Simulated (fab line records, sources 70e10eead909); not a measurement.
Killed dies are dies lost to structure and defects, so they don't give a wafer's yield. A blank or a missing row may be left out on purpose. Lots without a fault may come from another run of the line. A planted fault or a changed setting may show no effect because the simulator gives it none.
Which tool did it? | flow nand_harc | 13 lots, 39 wafers sampled, at 5 steps of a route of 1302

WHAT THE GAUGES READ, wafer by wafer
NHARC_A_BONDPAD_CD_MEAS_13. Usual: cd_nm 499.8 nm, standard deviation 1.6.
lot  | measured     | on        | cd_nm (nm)        | flag
L102 | day 23 03:41 | cd_sem-01 | 499.0 498.1 499.2 |
L104 | day 23 19:22 | cd_sem-02 | 497.3 496.7 497.2 |
L105 | day 24 14:42 | cd_sem-01 | 502.4 502.5 501.5 |
L107 | day 25 11:05 | cd_sem-01 | 502.1 502.4 501.9 |
L109 | day 26 12:22 | cd_sem-01 | 498.6 498.6 499.7 |
L110 | day 26 21:31 | cd_sem-03 | 497.7 501.8 500.0 |
L112 | day 28 01:19 | cd_sem-02 | 499.2 499.7 496.6 |
L117 | day 28 23:16 | cd_sem-02 | 498.8 498.0 499.1 |
L119 | day 30 01:53 | cd_sem-01 | 501.6 498.6 502.9 |
L118 | day 30 08:28 | cd_sem-02 | 500.1 498.8 499.9 |
L120 | day 31 04:09 | cd_sem-01 | 500.0 499.1 500.9 |
L123 | day 32 00:35 | cd_sem-01 | 499.7 498.7 499.0 |
L122 | day 32 07:11 | cd_sem-01 | 498.1 500.2 498.1 |

NHARC_END_SORT_01. Usual: defect_limited_yield 90.6 %, standard deviation 2.7; killed_at_array 59, standard deviation 19; killed_at_other 0.6, standard deviation 0.85; killed_at_periphery 3.8, standard deviation 2.5; killed_dies 64, standard deviation 19; killed_open 3.3, standard deviation 1.8; killed_short 2.2, standard deviation 1.6.
lot  | measured     | on        | defect_limited_yield (%) | killed_at_array | killed_at_other | killed_at_periphery | killed_dies | killed_open | killed_short | flag
L112 | day 29 09:41 | prober-01 | 88.0 87.9 90.7           | 73 77 61        | 2 0 1           | 6 5 1               | 81 82 63    | 4 3 3       | 5 4 1        |

WHICH TOOL RAN EACH LOT (tool, then ch and the chambers of the sampled wafers, then the start)
lot  | NHARC_A_BONDPAD_PVD_17                  | NHARC_A_BONDPAD_CMP_19        | NHARC_THIN_TSV_ETCHBACK_48
L102 | pvd_sputter-02, day 23 05:25 or earlier | cmp-03 ch 1,2, day 23 05:25   | rie_diel-13 ch 1,2,3, day 23 23:59
L104 | pvd_sputter-03, day 23 21:08 or earlier | cmp-03 ch 1,2,3, day 23 21:08 | rie_diel-13 ch 0,2,3, day 24 12:19
L105 | pvd_sputter-01, day 24 16:26 or earlier | cmp-03 ch 0,1,2, day 24 16:26 | rie_diel-13 ch 2,3, day 25 07:14
L107 | pvd_sputter-03, day 25 12:48 or earlier | cmp-01 ch 1,2,3, day 25 12:48 | rie_diel-12 ch 0,1,2, day 26 04:09
L109 | pvd_sputter-03, day 26 14:07 or earlier | cmp-03 ch 0,3, day 26 14:07   | rie_diel-12 ch 2,3, day 27 09:05
L110 | pvd_sputter-03, day 26 23:20 or earlier | cmp-03 ch 0,2, day 26 23:20   | rie_diel-13 ch 0,2,3, day 27 15:49
L112 | pvd_sputter-02, day 28 03:06 or earlier | cmp-03 ch 0,1,2, day 28 03:06 | rie_diel-13 ch 0,1,3, day 28 18:35
L117 | pvd_sputter-03, day 29 00:59 or earlier | cmp-01 ch 2,3, day 29 00:59   | rie_diel-13 ch 0,1, day 29 16:34
L119 | pvd_sputter-02, day 30 03:36 or earlier | cmp-02 ch 1,2, day 30 03:36   | rie_diel-13 ch 0,1,2, day 30 18:48
L118 | pvd_sputter-02, day 30 10:13 or earlier | cmp-03 ch 1,2, day 30 10:13   | rie_diel-13 ch 2,3, day 31 02:31
L120 | pvd_sputter-02, day 31 05:52 or earlier | cmp-01 ch 1,2, day 31 05:52   | rie_diel-12 ch 1,2, day 32 04:50
L123 | pvd_sputter-01, day 32 02:38 or earlier | cmp-01 ch 0,2,3, day 32 02:38 | rie_diel-06 ch 0,2,3, day 32 16:42
L122 | pvd_sputter-02, day 32 09:05 or earlier | cmp-02 ch 1,2,3, day 32 09:05 | rie_diel-12 ch 0,1,3, day 33 00:19
- NHARC_A_BONDPAD_PVD_17: deposits TaN, target thk 5 nm, time 8.06 s.
- NHARC_A_BONDPAD_CMP_19: polishes, t overpolish 30 s, cu recess touch 16 s, target thk 169.82 nm.
- NHARC_THIN_TSV_ETCHBACK_48: etches the open film in C4F8/Ar, target depth 1028.5 nm, time 405.17 s.

WHAT THE TOOLS THEMSELVES READ (means of the sampled wafers that have a number; where no wafer has one, the mark that the record gives instead)
NHARC_A_BONDPAD_PVD_17. Usual: cathode_dc_power_W 15000 W, standard deviation 2.6; throttle_valve_pct 30.1 %, standard deviation 0.87.
lot  | tool           | cathode_dc_power_W (W) | throttle_valve_pct (%) | flag
L102 | pvd_sputter-02 | 15002                  | 30.4                   |
L104 | pvd_sputter-03 | 15000                  | 29.2                   |
L105 | pvd_sputter-01 | 15001                  | 30.3                   |
L107 | pvd_sputter-03 | 15001                  | 29.2                   |
L109 | pvd_sputter-03 | 14997                  | 30.2                   |
L110 | pvd_sputter-03 | 15002                  | 29.3                   |
L112 | pvd_sputter-02 | 15002                  | 30.3                   |
L117 | pvd_sputter-03 | 14999                  | 29.5                   |
L119 | pvd_sputter-02 | 15001                  | 30.4                   |
L118 | pvd_sputter-02 | 15001                  | 30.9                   |
L120 | pvd_sputter-02 | 15000                  | 30.6                   |
L123 | pvd_sputter-01 | 14999                  | 30.5                   |
L122 | pvd_sputter-02 | 14999                  | 30.5                   |

NHARC_A_BONDPAD_CMP_19. Usual: motor_current_A 12.5 A, standard deviation 0.7; overpolish_run_s 30.000 s, standard deviation 0.0093; slurry_flow_ml_min 150.0, standard deviation 0.43.
lot  | tool   | motor_current_A (A) | overpolish_run_s (s) | slurry_flow_ml_min | flag
L102 | cmp-03 | 12.5                | 30.003               | 149.6              |
L104 | cmp-03 | 12.0                | 29.998               | 150.0              |
L105 | cmp-03 | 12.3                | 30.004               | 150.5              |
L107 | cmp-01 | 12.4                | 29.996               | 149.8              |
L109 | cmp-03 | 12.7                | 30.000               | 150.3              |
L110 | cmp-03 | 12.7                | 29.991               | 150.3              |
L112 | cmp-03 | 12.2                | 29.998               | 150.1              |
L117 | cmp-01 | 12.5                | 30.004               | 150.2              |
L119 | cmp-02 | 13.0                | 29.999               | 150.0              |
L118 | cmp-03 | 12.2                | 29.996               | 150.2              |
L120 | cmp-01 | 12.2                | 29.998               | 149.9              |
L123 | cmp-01 | 12.3                | 29.996               | 150.2              |
L122 | cmp-02 | 13.5                | 29.998               | 150.2              |

NHARC_THIN_TSV_ETCHBACK_48. Usual: oes_product_au 0.94 a.u., standard deviation 0.032; rf_vpp_V 548 V, standard deviation 3.6.
lot  | tool        | oes_product_au (a.u.) | rf_vpp_V (V) | flag
L102 | rie_diel-13 | 1.00                  | 551          |
L104 | rie_diel-13 | 0.92                  | 549          |
L105 | rie_diel-13 | 0.92                  | 551          |
L107 | rie_diel-12 | 0.92                  | 545          |
L109 | rie_diel-12 | 1.00                  | 547          |
L110 | rie_diel-13 | 0.93                  | 548          |
L112 | rie_diel-13 | 0.95                  | 551          |
L117 | rie_diel-13 | 0.91                  | 548          |
L119 | rie_diel-13 | 0.97                  | 549          |
L118 | rie_diel-13 | 1.01                  | 550          |
L120 | rie_diel-12 | 0.93                  | 547          |
L123 | rie_diel-06 | 0.93                  | 549          |
L122 | rie_diel-12 | 0.93                  | 545          |

THE ANSWER, worked out from the rows above alone
Rule: a lot is off if the mean of its wafers that have a number lies more than 3 standard deviations from the usual mean. A lot without any number at a reading at which 4 lots or more have one is off too. The other lots that the step has rows for count as sound. The gauges are gone through in route order, then the tools' own readings, and for those a lot's mean is taken as printed above. The first step at which some lot is off is used, and at that step the reading that is off furthest; a lot without a number counts as furthest.
No lot is off at any reading shown: from this, nothing can be told.

WHAT THE SIMULATOR HAD PUT IN
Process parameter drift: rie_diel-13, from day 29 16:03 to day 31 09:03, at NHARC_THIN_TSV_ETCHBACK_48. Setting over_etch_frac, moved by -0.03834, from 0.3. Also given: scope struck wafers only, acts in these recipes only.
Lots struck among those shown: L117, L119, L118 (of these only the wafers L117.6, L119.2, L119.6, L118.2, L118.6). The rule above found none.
